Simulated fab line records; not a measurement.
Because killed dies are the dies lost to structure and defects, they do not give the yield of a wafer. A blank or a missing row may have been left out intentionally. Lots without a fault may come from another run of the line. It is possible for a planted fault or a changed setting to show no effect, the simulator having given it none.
fab line records	flow nandHarc
record lots=24	wafers=72	lastDay=34
route steps=1302 shown A_CONTACT@1067
lots that met no fault: taken from a fault-free run of the same line
startH: the number of hours between the record's first day and the start of the first shown wafer of the lot	waitH: time in hours since the lot's previous step	" unchanged from the row above	L1.1+2: a row that stands for several wafers	- value missing, or start not given	* or withheld: withheld	< > ~ a bound
route shown NAME@n: NAME is a module with steps in the file, n the number in the route of the first one	usual: average and standard deviation across the fault-free wafers	same: alike in all rows	chamber/n: place in a boat	sites: each site's reading	_std_site: standard deviation of those values	_edge_site: the outer-site mean with the inner-site mean subtracted	radiusMm: for every site, how far away it sits from the centre of the wafer	mask NAME#n: copy n	behind: tool/chamber where the wafer was last shaped	hold: why the lot went on hold/how many hours it stayed there/how the hold came to an end	device: whichever transistor did not switch (one of n, p or np)	end of line: the same wafers' tests at the end of the route	a step with no rows: only its recipe	killed: dies that structure and defects cost at the first sort, which is not the same as the wafer's yield	map: a wafer's dies, marking killed ones x, the rest . and places with no die _
set.NAME: setting as actually run; set.NAME@STEP: the setting as run at that earlier step	model.NAME: the simulator's own value behind a step, which no gauge read
route steps across a sampled set of lots; one table per step, one row per wafer
services: when a tool's chamber went out of use (startH, in hours from the record's first day, below 0 if earlier), for how many hours, and the reason
## steps
# step NHARC_A_CONTACT_DEP_85
# recipe targetThkA=600	targetThkNm=60	tempC=400	pressureTorr=3.5	flowSccm=200	rfW=350	material=SiON
# usual heaterPowerW=722/74	showerheadVppV=1147/45
lot.wafer	tool	chamber	startH	waitH	heaterPowerW	showerheadVppV
L075.2	pecvd-03	0	529.31	1.2	668	1177
L075.3	"	2	"	"	717	1092
L075.4	"	1	"	"	719	1166
L074.6	pecvd-03	0	532.25	0.1	630	1155
L074.4	"	1	"	"	781	1164
L074.5	"	2	"	"	678	1132
L077.1	pecvd-02	2	532.95	1.5	852	1099
L077.5	"	1	"	"	720	1132
L077.6	"	2	"	"	832	1106
L076.3	pecvd-03	2	534.47	0.9	702	1126
L076.2	"	1	"	"	722	1151
L076.6	"	2	"	"	700	1108
L079.1	pecvd-02	2	545.75	1.5	893	1111
L079.5	"	1	"	"	693	1137
L079.4	"	2	"	"	882	1112
L078.1	pecvd-04	0	546.86	1.5	677	1112
L078.4	"	0	"	"	686	1105
L078.6	"	1	"	"	786	1116
L080.5	pecvd-03	0	570.34	0.4	750	1129
L080.4	"	1	"	"	696	1173
L080.6	"	2	"	"	681	1119
L081.3	pecvd-03	0	592.68	0.9	705	1152
L081.4	"	0	"	"	729	1165
L081.6	"	1	"	"	708	1184
L082.2	pecvd-03	0	598.14	1.4	662	1160
L082.4	"	1	"	"	650	1138
L082.5	"	2	"	"	731	1104
L083.2	pecvd-04	1	604.69	1.2	808	1128
L083.5	"	2	"	"	786	1215
L083.6	"	0	"	"	686	1128
L086.1	pecvd-03	1	626.42	1.5	686	1185
L086.6	"	0	"	"	715	1146
L086.4	"	1	"	"	697	1174
L084.2	pecvd-03	2	629.32	1.2	654	1104
L084.1	"	1	"	"	593	1175
L084.5	"	0	"	"	613	1154
L085.3	pecvd-02	2	631.12	1.0	720	1115
L085.6	"	2	"	"	737	1124
L085.5	"	0	"	"	719	1211
L087.2	pecvd-02	0	649.71	1.2	651	1223
L087.5	"	1	"	"	648	1120
L087.6	"	2	"	"	844	1105
L089.2	pecvd-04	1	666.50	1.2	669	1111
L089.3	"	0	"	"	783	1096
L089.4	"	2	"	"	722	1244
L088.2	pecvd-04	1	674.95	1.2	728	1101
L088.1	"	2	"	"	905	1239
L088.3	"	0	"	"	768	1099
L090.1	pecvd-02	1	676.66	1.4	649	1132
L090.2	"	2	"	"	770	1101
L090.4	"	2	"	"	765	1105
L093.2	pecvd-04	2	696.38	1.2	866	1242
L093.1	"	0	"	"	738	1091
L093.5	"	2	"	"	881	1226
L094.3	pecvd-04	2	697.71	0.9	831	1222
L094.4	"	1	"	"	665	1113
L094.6	"	0	"	"	771	1103
L092.3	pecvd-02	2	701.07	0.9	737	1096
L092.2	"	0	"	"	651	1212
L092.5	"	2	"	"	744	1105
L091.3	pecvd-04	0	704.61	0.9	673	1130
L091.5	"	1	"	"	694	1109
L091.4	"	2	"	"	871	1230
L095.4	pecvd-02	0	722.67	0.7	678	1208
L095.5	"	1	"	"	714	1102
L095.6	"	2	"	"	849	1100
L097.1	pecvd-03	0	746.24	1.5	711	1165
L097.4	"	0	"	"	712	1141
L097.6	"	1	"	"	658	1164
L096.3	pecvd-02	1	748.27	0.9	646	1121
L096.4	"	1	"	"	647	1128
L096.6	"	2	"	"	788	1101
# step NHARC_A_CONTACT_OVL_MEAS_09
# usual overlayXNm=0.0/0.69	overlayYNm=-0.1/0.88
lot.wafer	tool	chamber	startH	waitH	overlayXNm	overlayYNm
L075.2	overlay-01	-	530.00	-	-0.3	0.4
L075.3	"	-	"	"	-0.2	0.6
L075.4	"	-	"	"	0.5	0.4
L074.4	overlay-02	-	532.98	-	-1.6	0.2
L074.5	"	-	"	"	-0.8	0.0
L074.6	"	-	"	"	-0.7	0.7
L077.1	overlay-02	-	533.58	-	0.0	0.6
L077.5	"	-	"	"	0.2	0.1
L077.6	"	-	"	"	-0.1	-0.1
L076.2	overlay-02	-	535.28	-	-0.4	-1.1
L076.3	"	-	"	"	-0.2	-1.4
L076.6	"	-	"	"	-0.3	-0.9
L079.1	overlay-02	-	546.52	-	0.3	-0.8
L079.4	"	-	"	"	0.4	-1.2
L079.5	"	-	"	"	0.7	-0.6
L078.1	overlay-01	-	547.67	-	-0.8	-1.6
L078.4	"	-	"	"	-0.5	-1.0
L078.6	"	-	"	"	-0.7	-1.1
L080.4	overlay-01	-	570.94	-	0.4	-0.5
L080.5	"	-	"	"	0.6	0.1
L080.6	"	-	"	"	0.5	-0.4
L081.3	overlay-02	-	593.49	-	0.6	-0.2
L081.4	"	-	"	"	0.4	0.0
L081.6	"	-	"	"	-0.2	-0.2
L082.2	overlay-02	-	598.95	-	1.7	-1.3
L082.4	"	-	"	"	1.2	-1.5
L082.5	"	-	"	"	0.9	-1.1
L083.2	overlay-01	-	605.50	-	0.5	1.0
L083.5	"	-	"	"	1.1	0.3
L083.6	"	-	"	"	0.7	0.9
L086.1	overlay-01	-	627.20	-	0.0	-0.8
L086.4	"	-	"	"	-0.6	-1.1
L086.6	"	-	"	"	-0.2	-1.1
L084.1	overlay-01	-	630.13	-	-0.8	-1.1
L084.2	"	-	"	"	-0.1	-1.3
L084.5	"	-	"	"	-0.5	-1.0
L085.3	overlay-02	-	631.90	-	0.0	-0.7
L085.5	"	-	"	"	0.1	-0.8
L085.6	"	-	"	"	-0.3	-1.0
L087.2	overlay-01	-	650.33	-	-0.6	0.8
L087.5	"	-	"	"	-0.2	0.8
L087.6	"	-	"	"	-0.7	-0.1
L089.2	overlay-02	-	667.33	-	-0.9	0.0
L089.3	"	-	"	"	-0.7	0.3
L089.4	"	-	"	"	-0.8	0.0
L088.1	overlay-01	-	675.76	-	0.8	0.4
L088.2	"	-	"	"	0.1	-0.7
L088.3	"	-	"	"	0.4	-0.3
L090.1	overlay-01	-	677.42	-	-0.4	1.3
L090.2	"	-	"	"	-0.5	0.5
L090.4	"	-	"	"	-0.1	0.8
L093.1	overlay-02	-	697.19	-	1.1	-1.0
L093.2	"	-	"	"	1.0	-1.0
L093.5	"	-	"	"	1.0	-0.4
L094.3	overlay-01	-	698.36	-	-1.3	1.2
L094.4	"	-	"	"	-1.2	0.8
L094.6	"	-	"	"	-0.7	1.4
L092.2	overlay-01	-	701.88	-	0.9	-0.6
L092.3	"	-	"	"	0.8	-0.4
L092.5	"	-	"	"	0.5	-0.6
L091.3	overlay-01	-	705.30	-	0.5	2.3
L091.4	"	-	"	"	0.1	2.2
L091.5	"	-	"	"	0.0	2.2
L095.4	overlay-02	-	723.39	-	0.5	-0.5
L095.5	"	-	"	"	0.2	-0.5
L095.6	"	-	"	"	-0.1	-0.5
L097.1	overlay-01	-	746.90	-	-0.2	0.2
L097.4	"	-	"	"	-0.1	0.2
L097.6	"	-	"	"	0.0	-0.3
L096.3	overlay-02	-	749.08	-	-1.0	0.2
L096.4	"	-	"	"	-1.1	0.5
L096.6	"	-	"	"	-0.8	0.0
# step NHARC_A_CONTACT_INSPECT_10
# usual rawDefectCount=92/37
lot.wafer	tool	chamber	startH	waitH	rawDefectCount
L075.2	defectInspect-01	-	530.03	0.0	119
L075.3	"	-	"	"	126
L075.4	"	-	"	"	130
L074.4	defectInspect-02	-	533.01	0.0	60
L074.5	"	-	"	"	89
L074.6	"	-	"	"	73
L077.1	defectInspect-02	-	533.61	0.0	100
L077.5	"	-	"	"	87
L077.6	"	-	"	"	90
L076.2	defectInspect-02	-	535.32	0.0	162
L076.3	"	-	"	"	138
L076.6	"	-	"	"	161
L079.1	defectInspect-02	-	546.56	0.0	102
L079.4	"	-	"	"	101
L079.5	"	-	"	"	94
L078.1	defectInspect-02	-	547.71	0.0	30
L078.4	"	-	"	"	29
L078.6	"	-	"	"	25
L080.4	defectInspect-02	-	570.98	0.0	113
L080.5	"	-	"	"	119
L080.6	"	-	"	"	91
L081.3	defectInspect-02	-	593.52	0.0	103
L081.4	"	-	"	"	79
L081.6	"	-	"	"	99
L082.2	defectInspect-02	-	598.98	0.0	89
L082.4	"	-	"	"	78
L082.5	"	-	"	"	91
L083.2	defectInspect-02	-	605.53	0.0	81
L083.5	"	-	"	"	83
L083.6	"	-	"	"	87
L086.1	defectInspect-02	-	627.24	0.0	45
L086.4	"	-	"	"	50
L086.6	"	-	"	"	36
L084.1	defectInspect-01	-	630.17	0.0	54
L084.2	"	-	"	"	53
L084.5	"	-	"	"	56
L085.3	defectInspect-02	-	631.94	0.0	64
L085.5	"	-	"	"	67
L085.6	"	-	"	"	53
L087.2	defectInspect-02	-	650.37	0.0	138
L087.5	"	-	"	"	157
L087.6	"	-	"	"	152
L089.2	defectInspect-02	-	667.37	0.0	155
L089.3	"	-	"	"	160
L089.4	"	-	"	"	138
L088.1	defectInspect-02	-	675.79	0.0	39
L088.2	"	-	"	"	33
L088.3	"	-	"	"	23
L090.1	defectInspect-02	-	677.46	0.0	83
L090.2	"	-	"	"	68
L090.4	"	-	"	"	76
L093.1	defectInspect-02	-	697.23	0.0	102
L093.2	"	-	"	"	89
L093.5	"	-	"	"	114
L094.3	defectInspect-01	-	698.40	0.0	81
L094.4	"	-	"	"	64
L094.6	"	-	"	"	91
L092.2	defectInspect-02	-	701.92	0.0	90
L092.3	"	-	"	"	125
L092.5	"	-	"	"	121
L091.3	defectInspect-02	-	705.34	0.0	74
L091.4	"	-	"	"	70
L091.5	"	-	"	"	86
L095.4	defectInspect-02	-	723.43	0.0	66
L095.5	"	-	"	"	59
L095.6	"	-	"	"	76
L097.1	defectInspect-01	-	746.94	0.0	123
L097.4	"	-	"	"	134
L097.6	"	-	"	"	135
L096.3	defectInspect-01	-	749.12	0.0	129
L096.4	"	-	"	"	126
L096.6	"	-	"	"	134
# step NHARC_A_CONTACT_ETCH_88
# recipe targetDepthA=390	overEtchFrac=0.3	timeS=65	ionEnergyEv=80	cf4FlowSccm=150	arFlowSccm=0	rfW=300	biasW=100	chemistry=CF4
# usual drypumpMotorCurrentA=5.9/0.47	oesProductAu=0.998/0.01	rfVppV=151.4/1.3	showerheadPlenumPTorr=1.78/0.076	throttleValvePct=13.284/0.0087
# same overEtchFrac=0.3
lot.wafer	tool	chamber	startH	waitH	drypumpMotorCurrentA	oesProductAu	rfHoursCounterH	rfVppV	showerheadPlenumPTorr	throttleValvePct
L075.3	rieDiel-06	3	530.20	0.1	5.8	0.993	10	150.3	1.89	13.284
L075.2	"	1	"	"	6.0	1.007	8	151.3	1.81	13.275
L075.4	"	2	"	"	6.2	0.998	-	149.9	1.70	13.291
L074.4	rieDiel-11	1	533.31	0.2	6.1	0.989	8	151.4	1.79	13.294
L074.5	"	0	"	"	5.2	1.001	-	150.3	1.80	13.282
L074.6	"	1	"	"	6.1	0.993	-	151.8	1.79	13.287
L077.1	rieDiel-11	2	533.77	0.1	5.9	1.019	10	149.3	1.67	13.295
L077.6	"	0	"	"	5.2	1.000	-	152.1	1.80	13.289
L077.5	"	1	"	"	6.1	0.987	-	151.3	1.79	13.269
L076.3	rieDiel-11	3	535.46	0.1	6.6	1.017	11	151.9	1.86	13.284
L076.2	"	2	"	"	5.9	1.009	11	150.1	1.67	13.261
L076.6	"	3	"	"	6.6	0.997	-	153.4	1.86	13.289
L079.4	rieDiel-11	3	546.71	0.1	6.6	1.002	14	150.8	1.86	13.282
L079.1	"	0	"	"	5.2	0.992	14	153.5	1.80	13.287
L079.5	"	0	"	"	5.2	0.983	-	151.6	1.80	13.298
L078.1	rieDiel-11	0	547.85	0.1	5.2	0.988	15	152.7	1.79	13.292
L078.4	"	1	"	"	6.1	0.991	13	151.1	1.79	13.282
L078.6	"	1	"	"	6.1	0.984	-	152.4	1.79	13.282
L080.4	rieDiel-04	3	571.34	0.2	6.1	0.996	-	153.0	1.90	13.291
L080.5	"	0	"	"	5.6	1.011	-	149.5	1.66	13.272
L080.6	"	2	"	"	6.1	0.987	-	150.3	1.67	13.289
L081.3	rieDiel-11	2	593.68	0.1	5.9	1.005	21	148.5	1.67	13.275
L081.4	"	0	"	"	5.1	1.007	23	150.7	1.79	13.290
L081.6	"	2	"	"	5.9	1.005	-	150.5	1.67	13.298
L082.4	rieDiel-04	0	599.13	0.1	5.7	1.015	20	149.5	1.65	13.276
L082.2	"	2	"	"	6.1	0.994	19	149.6	1.67	13.286
L082.5	"	3	"	"	6.1	1.007	-	152.5	1.90	13.296
L083.2	rieDiel-06	3	605.68	0.1	5.8	0.988	32	153.7	1.88	13.284
L083.6	"	2	"	"	6.2	0.996	-	148.2	1.69	13.289
L083.5	"	3	"	"	5.8	0.996	-	153.8	1.88	13.272
L086.4	rieDiel-11	0	627.38	0.1	5.1	0.996	28	151.8	1.79	13.277
L086.1	"	3	"	"	6.6	1.011	26	152.9	1.86	13.284
L086.6	"	0	"	"	5.1	0.990	-	150.3	1.79	13.296
L084.1	rieDiel-11	0	630.31	0.1	5.2	0.996	28	151.4	1.79	13.286
L084.2	"	3	"	"	6.6	1.002	26	152.0	1.86	13.285
L084.5	"	0	"	"	5.2	0.990	-	151.3	1.79	13.275
L085.3	rieDiel-11	0	632.08	0.1	5.2	1.005	29	151.6	1.79	13.292
L085.6	"	0	"	"	5.1	1.002	-	151.1	1.79	13.278
L085.5	"	1	"	"	6.1	0.981	-	152.3	1.79	13.295
L087.2	rieDiel-06	1	650.52	0.1	6.0	1.020	45	150.9	1.80	13.280
L087.5	"	0	"	"	5.1	0.993	-	152.3	1.75	13.279
L087.6	"	1	"	"	6.0	0.994	-	151.7	1.80	13.278
L089.2	rieDiel-11	0	667.67	0.1	5.2	1.007	4	152.0	1.79	13.287
L089.3	"	1	"	"	6.1	0.988	4	151.3	1.79	13.283
L089.4	"	2	"	"	5.9	1.014	3	150.0	1.67	13.275
L088.3	rieDiel-11	0	675.94	0.1	5.1	1.001	6	149.9	1.79	13.291
L088.1	"	1	"	"	6.1	0.970	7	151.6	1.78	13.285
L088.2	"	2	"	"	5.9	0.999	5	149.2	1.67	13.270
L090.4	rieDiel-11	1	677.61	0.1	6.1	0.996	7	151.5	1.78	13.277
L090.1	"	2	"	"	5.9	1.009	6	150.0	1.67	13.282
L090.2	"	3	"	"	6.6	0.984	5	152.8	1.85	13.272
L093.2	rieDiel-04	3	697.38	0.1	6.1	1.009	30	152.2	1.90	13.289
L093.1	"	2	"	"	6.1	0.982	55	150.7	1.66	13.279
L093.5	"	0	"	"	5.6	1.004	-	148.9	1.64	13.271
L094.3	rieDiel-06	3	698.54	0.1	5.7	1.008	10	152.8	1.88	13.282
L094.4	"	0	"	"	5.1	0.994	8	150.1	1.75	13.287
L094.6	"	0	"	"	5.2	0.994	-	152.5	1.75	13.278
L092.2	rieDiel-11	0	702.06	0.1	5.2	0.990	13	152.2	1.79	13.274
L092.3	"	1	"	"	6.1	0.981	13	152.4	1.78	13.290
L092.5	"	1	"	"	6.1	0.991	-	151.6	1.78	13.281
L091.3	rieDiel-11	0	705.48	0.1	5.2	1.013	14	151.2	1.79	13.287
L091.4	"	2	"	"	5.9	1.012	12	149.6	1.67	13.293
L091.5	"	0	"	"	5.2	1.006	-	150.6	1.79	13.292
L095.4	rieDiel-11	1	723.59	0.1	6.1	0.999	15	150.5	1.78	13.279
L095.5	"	2	"	"	5.9	1.016	-	150.7	1.67	13.270
L095.6	"	3	"	"	6.6	0.988	-	151.5	1.85	13.303
L097.4	rieDiel-04	2	747.08	0.1	6.1	1.002	10	150.2	1.66	13.286
L097.1	"	3	"	"	6.1	0.995	11	151.2	1.89	13.280
L097.6	"	2	"	"	6.1	1.006	-	149.5	1.66	13.279
L096.4	rieDiel-11	3	749.26	0.1	6.6	1.002	15	152.3	1.85	13.274
L096.3	"	0	"	"	5.2	1.000	18	152.0	1.79	13.279
L096.6	"	3	"	"	6.6	1.005	-	152.9	1.85	13.274
# step NHARC_A_CONTACT_ETCH_30
# recipe targetDepthA=726	timeS=36.3	cf4FlowSccm=100	chf3FlowSccm=30	arFlowSccm=0	rfW=500	biasW=200	chemistry=CF4/CHF3
# usual drypumpMotorCurrentA=5.9/0.43	oesProductAu=0.925/0.013	rfVppV=370.5/2.5	showerheadPlenumPTorr=1.57/0.071	throttleValvePct=16.801/0.0094
lot.wafer	tool	chamber	startH	waitH	drypumpMotorCurrentA	oesProductAu	rfHoursCounterH	rfVppV	showerheadPlenumPTorr	throttleValvePct
L075.2	rieDiel-06	3	-	-	5.8	0.911	10	373.8	1.68	16.804
L075.3	"	1	"	"	6.0	0.935	8	371.0	1.61	16.811
L075.4	"	2	"	"	6.2	0.911	-	367.8	1.51	16.801
L074.4	rieDiel-11	0	-	-	5.2	0.918	11	371.2	1.60	16.809
L074.5	"	1	"	"	6.1	0.906	-	372.2	1.59	16.796
L074.6	"	2	"	"	5.9	0.929	-	368.9	1.49	16.805
L077.1	rieDiel-11	2	-	-	5.9	0.922	11	365.4	1.49	16.811
L077.5	"	2	"	"	5.9	0.926	-	368.3	1.49	16.801
L077.6	"	3	"	"	6.6	0.922	-	374.1	1.66	16.804
L076.2	rieDiel-11	3	-	-	6.6	0.931	11	373.9	1.66	16.800
L076.3	"	0	"	"	5.2	0.918	12	373.4	1.60	16.799
L076.6	"	1	"	"	6.0	0.910	-	371.2	1.59	16.811
L079.4	rieDiel-11	2	-	-	5.9	0.932	14	366.5	1.49	16.784
L079.1	"	1	"	"	6.1	0.911	12	370.4	1.59	16.787
L079.5	"	3	"	"	6.6	0.932	-	373.3	1.66	16.802
L078.1	rieDiel-11	1	-	-	6.1	0.904	13	371.5	1.59	16.820
L078.4	"	3	"	"	6.6	0.919	15	371.0	1.66	16.816
L078.6	"	2	"	"	5.9	0.929	-	369.1	1.49	16.800
L080.4	rieDiel-04	0	-	-	5.6	0.932	-	364.5	1.47	16.803
L080.5	"	2	"	"	6.1	0.924	-	368.9	1.49	16.798
L080.6	"	3	"	"	6.1	0.925	-	373.2	1.70	16.805
L081.3	rieDiel-11	3	-	-	6.6	0.929	22	371.6	1.65	16.797
L081.4	"	1	"	"	6.1	0.905	20	370.5	1.59	16.805
L081.6	"	0	"	"	5.2	0.915	-	369.7	1.60	16.791
L082.2	rieDiel-04	2	-	-	6.1	0.922	19	366.8	1.48	16.812
L082.4	"	3	"	"	6.1	0.918	17	375.1	1.70	16.808
L082.5	"	2	"	"	6.1	0.928	-	367.1	1.48	16.802
L083.2	rieDiel-06	0	-	-	5.2	0.908	28	370.8	1.56	16.794
L083.6	"	0	"	"	5.2	0.917	-	371.8	1.56	16.808
L083.5	"	1	"	"	6.0	0.927	-	371.1	1.61	16.805
L086.1	rieDiel-11	2	-	-	5.9	0.938	25	368.5	1.48	16.800
L086.4	"	3	"	"	6.6	0.938	26	373.7	1.65	16.807
L086.6	"	0	"	"	5.2	0.923	-	371.9	1.60	16.797
L084.2	rieDiel-11	2	-	-	5.9	0.930	25	367.4	1.48	16.809
L084.1	"	3	"	"	6.6	0.934	26	373.8	1.65	16.813
L084.5	"	1	"	"	6.1	0.915	-	372.0	1.59	16.802
L085.3	rieDiel-11	3	-	-	6.6	0.984	27	373.4	1.65	16.787
L085.5	"	1	"	"	6.1	0.949	-	371.3	1.59	16.792
L085.6	"	2	"	"	5.9	0.982	-	366.9	1.48	16.789
L087.2	rieDiel-06	2	-	-	6.2	0.911	49	368.9	1.50	16.794
L087.5	"	2	"	"	6.2	0.905	-	367.9	1.50	16.806
L087.6	"	3	"	"	5.8	0.936	-	373.3	1.67	16.816
L089.4	rieDiel-11	0	-	-	5.2	0.922	5	372.2	1.59	16.800
L089.2	"	1	"	"	6.1	0.907	4	370.6	1.59	16.806
L089.3	"	3	"	"	6.6	0.912	4	374.4	1.65	16.826
L088.1	rieDiel-11	1	-	-	6.1	0.910	7	371.4	1.59	16.803
L088.2	"	2	"	"	5.9	0.934	6	367.3	1.48	16.787
L088.3	"	0	"	"	5.2	0.924	7	371.9	1.59	16.812
L090.4	rieDiel-11	1	-	-	6.1	0.918	8	370.2	1.59	16.814
L090.1	"	2	"	"	5.9	0.940	6	366.5	1.48	16.784
L090.2	"	3	"	"	6.6	0.913	6	372.8	1.65	16.806
L093.2	rieDiel-04	2	-	-	6.1	0.913	55	367.7	1.47	16.796
L093.1	"	0	"	"	5.6	0.926	58	365.4	1.46	16.801
L093.5	"	2	"	"	6.1	0.918	-	366.6	1.47	16.806
L094.4	rieDiel-06	2	-	-	6.2	0.907	10	368.2	1.50	16.798
L094.3	"	3	"	"	5.8	0.924	10	373.9	1.67	16.794
L094.6	"	0	"	"	5.2	0.920	-	371.4	1.56	16.804
L092.3	rieDiel-11	1	-	-	6.0	0.910	13	371.1	1.59	16.813
L092.2	"	2	"	"	5.9	0.931	12	367.8	1.48	16.803
L092.5	"	2	"	"	5.9	0.927	-	368.2	1.48	16.799
L091.3	rieDiel-11	2	-	-	5.9	0.936	12	367.2	1.48	16.804
L091.4	"	0	"	"	5.2	0.922	14	370.6	1.59	16.791
L091.5	"	2	"	"	5.9	0.920	-	366.3	1.48	16.813
L095.4	rieDiel-11	2	-	-	5.9	0.917	13	366.3	1.48	16.797
L095.6	"	1	"	"	6.1	0.918	-	369.6	1.59	16.805
L095.5	"	2	"	"	5.9	0.924	-	369.5	1.48	16.795
L097.1	rieDiel-04	1	-	-	5.9	0.930	10	368.1	1.48	16.802
L097.4	"	3	"	"	6.1	0.918	11	374.2	1.69	16.794
L097.6	"	1	"	"	5.9	0.935	-	367.4	1.48	16.795
L096.3	rieDiel-11	0	-	-	5.2	0.919	18	371.7	1.59	16.810
L096.4	"	1	"	"	6.1	0.906	18	370.7	1.59	16.805
L096.6	"	1	"	"	6.1	0.908	-	371.0	1.59	16.801
# step NHARC_A_CONTACT_ETCH_135
# recipe sourceW=withheld	pressureMtorr=20	biasV=1200	timeS=311	targetDepthA=19120	arFlowSccm=withheld	c4f8FlowSccm=withheld	o2FlowSccm=withheld	chemistry=C4F8/O2/Ar
lot.wafer	tool	chamber	startH	waitH	rfHoursCounterH
L075.2	harCapEtch-02	0	531.68	0.2	89
L075.3	"	1	"	"	-
L075.4	"	0	"	"	-
L074.4	harCapEtch-01	0	534.95	0.2	-
L074.5	"	1	"	"	-
L074.6	"	0	"	"	-
L077.1	harCapEtch-03	1	535.42	0.2	50
L077.5	"	0	"	"	-
L077.6	"	1	"	"	-
L076.2	harCapEtch-02	1	536.75	0.2	90
L076.3	"	0	"	"	-
L076.6	"	0	"	"	-
L079.1	harCapEtch-02	1	547.94	0.2	91
L079.4	"	0	"	"	-
L079.5	"	0	"	"	-
L078.1	harCapEtch-01	0	549.09	0.2	10
L078.4	"	0	"	"	-
L078.6	"	0	"	"	-
L080.4	harCapEtch-03	1	572.94	0.2	-
L080.5	"	0	"	"	-
L080.6	"	1	"	"	-
L081.4	harCapEtch-03	0	595.00	0.2	-
L081.3	"	1	"	"	-
L081.6	"	0	"	"	-
L082.2	harCapEtch-03	1	600.36	0.2	60
L082.4	"	1	"	"	-
L082.5	"	1	"	"	-
L083.2	harCapEtch-02	0	606.96	0.2	101
L083.6	"	1	"	"	-
L083.5	"	0	"	"	-
L086.1	harCapEtch-01	0	628.66	0.2	21
L086.4	"	0	"	"	-
L086.6	"	0	"	"	-
L084.1	harCapEtch-03	0	631.56	0.2	66
L084.2	"	1	"	"	66
L084.5	"	0	"	"	-
L085.3	harCapEtch-02	1	633.51	0.2	-
L085.6	"	0	"	"	-
L085.5	"	1	"	"	-
L087.2	harCapEtch-01	0	651.75	0.2	24
L087.5	"	0	"	"	-
L087.6	"	1	"	"	-
L089.2	harCapEtch-02	1	669.36	0.2	109
L089.3	"	1	"	"	-
L089.4	"	0	"	"	-
L088.1	harCapEtch-01	1	677.19	0.2	30
L088.2	"	0	"	"	30
L088.3	"	0	"	"	-
L090.1	harCapEtch-03	0	678.85	0.2	75
L090.2	"	1	"	"	75
L090.4	"	1	"	"	-
L093.1	harCapEtch-03	0	698.61	0.2	78
L093.2	"	1	"	"	78
L093.5	"	0	"	"	-
L094.3	harCapEtch-02	0	699.88	0.2	-
L094.4	"	1	"	"	-
L094.6	"	1	"	"	-
L092.2	harCapEtch-03	0	703.42	0.2	80
L092.3	"	0	"	"	-
L092.5	"	0	"	"	-
L091.3	harCapEtch-01	1	706.81	0.2	-
L091.4	"	0	"	"	-
L091.5	"	1	"	"	-
L095.4	harCapEtch-02	1	724.91	0.2	-
L095.6	"	1	"	"	-
L095.5	"	0	"	"	-
L097.1	harCapEtch-02	0	748.37	0.2	124
L097.4	"	1	"	"	-
L097.6	"	0	"	"	-
L096.4	harCapEtch-01	0	750.59	0.2	-
L096.3	"	1	"	"	-
L096.6	"	1	"	"	-
## services
tool	chamber	startH	hours	kind
rieDiel-04	2	506.47	6.2	repair
rieDiel-11	1	522.40	4.4	repair
rieDiel-06	0	524.67	9.9	repair
rieDiel-04	-	532.18	9.0	pm
pecvd-03	-	547.41	13.0	pm
rieDiel-06	1	551.05	2.3	repair
rieDiel-11	1	553.53	7.1	repair
pecvd-04	0	562.97	4.6	repair
rieDiel-06	0	565.19	10.4	repair
rieDiel-06	2	589.06	6.9	repair
pecvd-02	-	589.53	13.0	pm
rieDiel-06	1	611.16	8.6	repair
harCapEtch-01	-	613.18	0.6	repair
harCapEtch-02	-	614.61	1.6	repair
rieDiel-04	2	633.68	5.4	repair
rieDiel-11	-	646.03	9.0	pm
rieDiel-04	3	648.56	46.2	repair
rieDiel-06	-	662.38	9.0	pm
pecvd-02	0	673.70	5.3	repair
pecvd-02	0	704.26	14.3	repair
rieDiel-06	0	707.48	1.6	repair
rieDiel-04	-	709.18	9.0	pm
pecvd-03	-	728.41	13.0	pm
rieDiel-06	1	733.90	13.4	repair
## key
fault none
